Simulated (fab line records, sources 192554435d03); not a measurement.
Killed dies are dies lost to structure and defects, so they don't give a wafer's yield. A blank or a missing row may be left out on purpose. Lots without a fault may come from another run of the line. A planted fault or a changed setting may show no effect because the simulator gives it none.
Which tool did it? | flow n5_finfet | 22 lots, 66 wafers sampled, at 5 steps of a route of 1938

WHAT THE GAUGES READ, wafer by wafer
N5_BEOL_M12_THK_MEAS_01.
lot  | measured     | on            | M12_ILD_THK (nm)
L075 | day 12 15:09 | film_metro-01 | 652 660 658
L077 | day 13 04:54 | film_metro-01 | 658 652 662
L076 | day 13 10:06 | film_metro-01 | 668 668 673
L078 | day 13 19:23 | film_metro-01 | 655 667 666
L079 | day 13 23:35 | film_metro-01 | 662 668 673
L080 | day 14 10:22 | film_metro-01 | 666 672 667
L081 | day 15 19:45 | film_metro-01 | 656 654 665
L083 | day 16 18:28 | film_metro-01 | 669 664 677
L084 | day 16 23:35 | film_metro-02 | 670 669 661
L085 | day 17 06:53 | film_metro-02 | 664 659 673
L086 | day 17 13:10 | film_metro-01 | 654 666 660
L087 | day 18 04:24 | film_metro-02 | 672 669 670
L090 | day 18 04:08 | film_metro-02 | 651 653 650
L088 | day 18 17:15 | film_metro-02 | 658 675 660
L095 | day 19 06:53 | film_metro-01 | 668 677 673
L097 | day 19 07:47 | film_metro-01 | 652 665 655
L091 | day 19 10:57 | film_metro-02 | 637 657 650
L092 | day 19 23:46 | film_metro-02 | 656 652 663
L089 | day 20 09:25 | film_metro-01 | 647 656 657
L082 | day 20 17:15 | film_metro-02 | 654 651 662
L093 | day 20 16:05 | film_metro-02 | 652 662 665
L096 | day 20 15:52 | film_metro-02 | 674 660 672

N5_BEOL_M12_OVL_MEAS_11.
lot  | measured     | on         | V11_OVL (nm)
L075 | day 12 15:31 | overlay-02 | 6 -3 -9
L077 | day 13 05:14 | overlay-01 | 6 0 3
L076 | day 13 10:26 | overlay-01 | 6 4 -2
L078 | day 13 19:43 | overlay-01 | 1 1 4
L079 | day 13 23:55 | overlay-01 | 3 1 3
L080 | day 14 10:50 | overlay-01 | 8 -6 -2
L081 | day 15 20:13 | overlay-02 | 3 4 8
L083 | day 16 18:55 | overlay-01 | -5 -3 3
L084 | day 16 23:55 | overlay-01 | 3 3 4
L085 | day 17 07:13 | overlay-01 | 4 0 -3
L086 | day 17 13:37 | overlay-01 | 4 -2 -1
L087 | day 18 04:52 | overlay-02 | -10 -3 -2
L090 | day 18 04:28 | overlay-01 | 2 0 -6
L088 | day 18 17:35 | overlay-02 | -11 -8 0
L095 | day 19 07:13 | overlay-01 | 11 6 2
L097 | day 19 08:15 | overlay-02 | 3 3 2
L091 | day 19 11:17 | overlay-02 | 1 -4 -5
L092 | day 20 00:05 | overlay-02 | -4 5 11
L089 | day 20 09:45 | overlay-01 | 7 5 10
L082 | day 20 17:35 | overlay-01 | -14 -10 -8
L093 | day 20 16:26 | overlay-01 | -6 -5 -7
L096 | day 20 16:11 | overlay-01 | 3 2 -5

WHICH TOOL RAN EACH LOT (tool, then ch and the chambers of the sampled wafers, then the start)
lot  | N5_BEOL_M11_STRIP_67               | N5_BEOL_M11_DESCUM_33              | N5_BEOL_M11_ETCH_41
L075 | rie_diel-01 ch 0,2, day 12 08:07   | rie_diel-06 ch 2,3, day 12 11:58   | rie_diel-06 ch 2,3, day 12 15:09 or earlier
L077 | rie_diel-03 ch 0,1,3, day 12 22:39 | rie_diel-03 ch 1,2,3, day 13 00:26 | rie_diel-03 ch 1,2,3, day 13 04:54 or earlier
L076 | rie_diel-06 ch 0,2,3, day 13 04:28 | rie_diel-06 ch 0,1,2, day 13 06:56 | rie_diel-06 ch 0,1,2, day 13 10:06 or earlier
L078 | rie_diel-03 ch 0,2,3, day 13 14:18 | rie_diel-03 ch 0,2,3, day 13 15:06 | rie_diel-03 ch 0,2,3, day 13 19:23 or earlier
L079 | rie_diel-01 ch 0,2,3, day 13 16:20 | rie_diel-06 ch 1,2, day 13 19:03   | rie_diel-06 ch 1,2, day 13 23:35 or earlier
L080 | rie_diel-06 ch 1,2, day 14 03:23   | rie_diel-03 ch 0,2,3, day 14 05:47 | rie_diel-03 ch 0,2,3, day 14 10:22 or earlier
L081 | rie_diel-06 ch 0,1,3, day 15 14:03 | rie_diel-03 ch 0,1,3, day 15 16:07 | rie_diel-03 ch 0,1,3, day 15 19:45 or earlier
L083 | rie_diel-01 ch 0,1,3, day 16 13:17 | rie_diel-06 ch 0,2,3, day 16 15:14 | rie_diel-06 ch 0,2,3, day 16 18:28 or earlier
L084 | rie_diel-06 ch 0,2,3, day 16 19:47 | rie_diel-03 ch 1,2, day 16 20:43   | rie_diel-03 ch 0,1,3, day 16 23:35 or earlier
L085 | rie_diel-03 ch 1,3, day 17 01:21   | rie_diel-06 ch 0,2,3, day 17 02:44 | rie_diel-06 ch 0,2,3, day 17 06:53 or earlier
L086 | rie_diel-06 ch 1,2,3, day 17 07:40 | rie_diel-01 ch 0,1,2, day 17 10:02 | rie_diel-01 ch 0,1,2, day 17 13:10 or earlier
L087 | rie_diel-03 ch 0,2, day 17 21:59   | rie_diel-06 ch 1,2,3, day 18 00:14 | rie_diel-06 ch 1,2,3, day 18 04:24 or earlier
L090 | rie_diel-01 ch 0,1, day 17 22:08   | rie_diel-01 ch 1,2, day 18 00:04   | rie_diel-01 ch 1,2, day 18 04:08 or earlier
L088 | rie_diel-01 ch 1,2, day 18 11:47   | rie_diel-03 ch 0,3, day 18 12:40   | rie_diel-03 ch 0,3, day 18 17:15 or earlier
L095 | rie_diel-06 ch 1,2, day 19 01:06   | rie_diel-01 ch 1,2,3, day 19 01:50 | rie_diel-01 ch 1,2,3, day 19 06:53 or earlier
L097 | rie_diel-03 ch 0,2, day 19 03:02   | rie_diel-01 ch 2,3, day 19 04:19   | rie_diel-01 ch 2,3, day 19 07:47 or earlier
L091 | rie_diel-01 ch 0,1,2, day 19 05:55 | rie_diel-03 ch 0,1,3, day 19 07:34 | rie_diel-03 ch 0,1,3, day 19 10:57 or earlier
L092 | rie_diel-03 ch 1,3, day 19 14:40   | rie_diel-01 ch 0,2, day 19 19:27   | rie_diel-01 ch 0,2, day 19 23:46 or earlier
L089 | rie_diel-01 ch 0,1,2, day 20 00:41 | rie_diel-06 ch 0,1,2, day 20 05:35 | rie_diel-06 ch 0,1,2, day 20 09:25 or earlier
L082 | rie_diel-03 ch 0,2, day 20 11:07   | rie_diel-03 ch 0,2, day 20 13:08   | rie_diel-03 ch 0,2, day 20 17:15 or earlier
L093 | rie_diel-06 ch 0,1, day 20 11:14   | rie_diel-03 ch 0,3, day 20 12:34   | rie_diel-03 ch 0,3, day 20 16:05 or earlier
L096 | rie_diel-03 ch 0,1, day 20 11:24   | rie_diel-01 ch 1,2, day 20 12:38   | rie_diel-01 ch 1,2, day 20 15:52 or earlier
- N5_BEOL_M11_STRIP_67: strips in CF4.
- N5_BEOL_M11_DESCUM_33: chemistry O2, time 7.9 s.
- N5_BEOL_M11_ETCH_41: etches SiCN in CH3F/O2, target depth 42.6 nm, time 86 s.

WHAT THE TOOLS THEMSELVES READ (means of the sampled wafers that have a number; where no wafer has one, the mark that the record gives instead)
N5_BEOL_M11_STRIP_67.
lot  | tool        | drypump_motor_current_A (A) | oes_product_au (a.u.) | rf_vpp_V (V) | showerhead_plenum_p_Torr (Torr) | throttle_valve_pct (%)
L075 | rie_diel-01 | 5.6                         | 0.82                  | 270.5        | 1.80                            | 13.69
L077 | rie_diel-03 | 5.8                         | 0.77                  | 270.6        | 1.77                            | 13.58
L076 | rie_diel-06 | 5.9                         | 0.73                  | 270.5        | 1.78                            | 13.58
L078 | rie_diel-03 | 6.0                         | 0.80                  | 269.9        | 1.76                            | 13.56
L079 | rie_diel-01 | 5.7                         | 0.83                  | 270.8        | 1.80                            | 13.59
L080 | rie_diel-06 | 6.0                         | 0.84                  | 271.0        | 1.77                            | 13.58
L081 | rie_diel-06 | 6.2                         | 0.85                  | 272.6        | 1.84                            | 13.42
L083 | rie_diel-01 | 5.7                         | 0.86                  | 271.8        | 1.82                            | 13.48
L084 | rie_diel-06 | 5.9                         | 0.80                  | 272.4        | 1.85                            | 13.43
L085 | rie_diel-03 | 5.8                         | 0.82                  | 271.4        | 1.76                            | 13.39
L086 | rie_diel-06 | 5.8                         | 0.84                  | 270.3        | 1.82                            | 13.42
L087 | rie_diel-03 | 5.9                         | 0.78                  | 270.4        | 1.79                            | 13.64
L090 | rie_diel-01 | 5.5                         | 0.86                  | 272.3        | 1.84                            | 13.48
L088 | rie_diel-01 | 5.7                         | 0.80                  | 271.5        | 1.84                            | 13.73
L095 | rie_diel-06 | 6.0                         | 0.82                  | 270.9        | 1.77                            | 13.63
L097 | rie_diel-03 | 5.9                         | 0.77                  | 270.8        | 1.79                            | 13.67
L091 | rie_diel-01 | 5.6                         | 0.81                  | 270.7        | 1.81                            | 13.65
L092 | rie_diel-03 | 5.8                         | 0.80                  | 269.9        | 1.76                            | 13.41
L089 | rie_diel-01 | 5.6                         | 0.80                  | 271.7        | 1.81                            | 13.66
L082 | rie_diel-03 | 5.9                         | 0.77                  | 270.6        | 1.78                            | 13.68
L093 | rie_diel-06 | 6.4                         | 0.76                  | 271.7        | 1.81                            | 13.68
L096 | rie_diel-03 | 5.5                         | 0.86                  | 271.5        | 1.80                            | 13.34

N5_BEOL_M11_DESCUM_33.
lot  | tool        | drypump_motor_current_A (A) | oes_product_au (a.u.) | rf_vpp_V (V) | showerhead_plenum_p_Torr (Torr) | temp_c (C) | throttle_valve_pct (%)
L075 | rie_diel-06 | 5.6                         | 0.75                  | 242.3        | 2.06                            | 39.87      | 20.37
L077 | rie_diel-03 | 5.7                         | 0.75                  | 243.0        | 2.09                            | 40.00      | 20.30
L076 | rie_diel-06 | 6.1                         | 0.81                  | 243.5        | 2.11                            | 39.95      | 20.44
L078 | rie_diel-03 | 6.0                         | 0.80                  | 242.3        | 2.06                            | 40.03      | 20.44
L079 | rie_diel-06 | 5.8                         | 0.81                  | 242.9        | 2.08                            | 40.02      | 20.43
L080 | rie_diel-03 | 6.0                         | 0.79                  | 241.8        | 2.05                            | 39.89      | 20.44
L081 | rie_diel-03 | 5.8                         | 0.84                  | 242.7        | 2.06                            | 39.93      | 20.29
L083 | rie_diel-06 | 5.9                         | 0.80                  | 244.3        | 2.17                            | 40.09      | 20.29
L084 | rie_diel-03 | 5.7                         | 0.83                  | 242.9        | 2.11                            | 40.01      | 20.26
L085 | rie_diel-06 | 5.9                         | 0.80                  | 244.0        | 2.16                            | 39.89      | 20.29
L086 | rie_diel-01 | 5.6                         | 0.84                  | 242.8        | 2.12                            | 40.07      | 20.52
L087 | rie_diel-06 | 5.9                         | 0.84                  | 243.7        | 2.12                            | 40.02      | 20.28
L090 | rie_diel-01 | 5.6                         | 0.85                  | 244.2        | 2.18                            | 40.01      | 20.52
L088 | rie_diel-03 | 6.1                         | 0.76                  | 241.9        | 2.01                            | 39.86      | 20.44
L095 | rie_diel-01 | 5.8                         | 0.81                  | 243.3        | 2.15                            | 39.89      | 20.50
L097 | rie_diel-01 | 5.8                         | 0.78                  | 243.8        | 2.10                            | 40.00      | 20.61
L091 | rie_diel-03 | 5.8                         | 0.81                  | 242.7        | 2.05                            | 40.04      | 20.33
L092 | rie_diel-01 | 5.5                         | 0.79                  | 241.0        | 2.05                            | 39.97      | 20.57
L089 | rie_diel-06 | 6.1                         | 0.76                  | 243.3        | 2.09                            | 40.03      | 20.50
L082 | rie_diel-03 | 6.0                         | 0.77                  | 242.3        | 2.05                            | 40.01      | 20.65
L093 | rie_diel-03 | 6.1                         | 0.75                  | 242.5        | 2.00                            | 40.01      | 20.46
L096 | rie_diel-01 | 5.7                         | 0.78                  | 242.9        | 2.14                            | 39.94      | 20.66

N5_BEOL_M11_ETCH_41.
lot  | tool        | CH3F_flow_sccm (sccm) | drypump_motor_current_A (A) | oes_product_au (a.u.) | rf_vpp_V (V) | showerhead_plenum_p_Torr (Torr) | throttle_valve_pct (%)
L075 | rie_diel-06 | 30.06                 | 5.6                         | 0.74                  | 297.4        | 1.97                            | 16.30
L077 | rie_diel-03 | 30.02                 | 5.8                         | 0.75                  | 296.9        | 2.00                            | 16.23
L076 | rie_diel-06 | 30.06                 | 6.1                         | 0.80                  | 297.9        | 2.02                            | 16.33
L078 | rie_diel-03 | 29.97                 | 6.0                         | 0.80                  | 297.1        | 1.96                            | 16.32
L079 | rie_diel-06 | 30.02                 | 5.8                         | 0.82                  | 297.9        | 1.99                            | 16.33
L080 | rie_diel-03 | 30.08                 | 6.0                         | 0.79                  | 297.0        | 1.96                            | 16.33
L081 | rie_diel-03 | 30.02                 | 5.8                         | 0.84                  | 297.1        | 1.97                            | 16.17
L083 | rie_diel-06 | 29.97                 | 5.9                         | 0.80                  | 297.7        | 2.07                            | 16.18
L084 | rie_diel-03 | 29.94                 | 5.8                         | 0.84                  | 295.6        | 1.96                            | 16.18
L085 | rie_diel-06 | 29.96                 | 5.9                         | 0.80                  | 298.1        | 2.07                            | 16.19
L086 | rie_diel-01 | 30.03                 | 5.6                         | 0.83                  | 298.1        | 2.03                            | 16.38
L087 | rie_diel-06 | 29.98                 | 5.9                         | 0.84                  | 298.0        | 2.03                            | 16.19
L090 | rie_diel-01 | 29.94                 | 5.7                         | 0.84                  | 300.1        | 2.08                            | 16.36
L088 | rie_diel-03 | 30.05                 | 6.1                         | 0.77                  | 295.7        | 1.92                            | 16.34
L095 | rie_diel-01 | 29.98                 | 5.8                         | 0.81                  | 298.7        | 2.04                            | 16.36
L097 | rie_diel-01 | 30.01                 | 5.8                         | 0.77                  | 297.6        | 2.00                            | 16.47
L091 | rie_diel-03 | 30.12                 | 5.8                         | 0.81                  | 295.5        | 1.96                            | 16.20
L092 | rie_diel-01 | 30.06                 | 5.5                         | 0.79                  | 295.8        | 1.97                            | 16.46
L089 | rie_diel-06 | 30.02                 | 6.1                         | 0.77                  | 297.3        | 2.00                            | 16.41
L082 | rie_diel-03 | 30.00                 | 6.0                         | 0.77                  | 296.1        | 1.96                            | 16.49
L093 | rie_diel-03 | 29.98                 | 6.1                         | 0.75                  | 295.6        | 1.92                            | 16.37
L096 | rie_diel-01 | 30.04                 | 5.7                         | 0.78                  | 298.1        | 2.04                            | 16.51

THE ANSWER, worked out from the rows above alone
Rule: what is usual is taken from the lots themselves. Put in order of their means at a reading, lots are off if they are a third of the lots or fewer, leave a main group of 4 or more, and stand apart from it by a gap of 3 or more times the standard deviation of the main group's means; of several such gaps the widest counts. A main group whose means are all the same, to the digits that the tables above print for the reading, isn't used. A lot without any number at a reading at which 4 lots or more have one is off too. The other lots that the step has rows for count as sound. The gauges are gone through in route order, then the tools' own readings, and for those a lot's mean is taken as printed above. The first step at which some lot is off is used, and at that step the reading that is off furthest; a lot without a number counts as furthest.
No lot is off at any reading shown: from this, nothing can be told.

WHAT THE SIMULATOR HAD PUT IN
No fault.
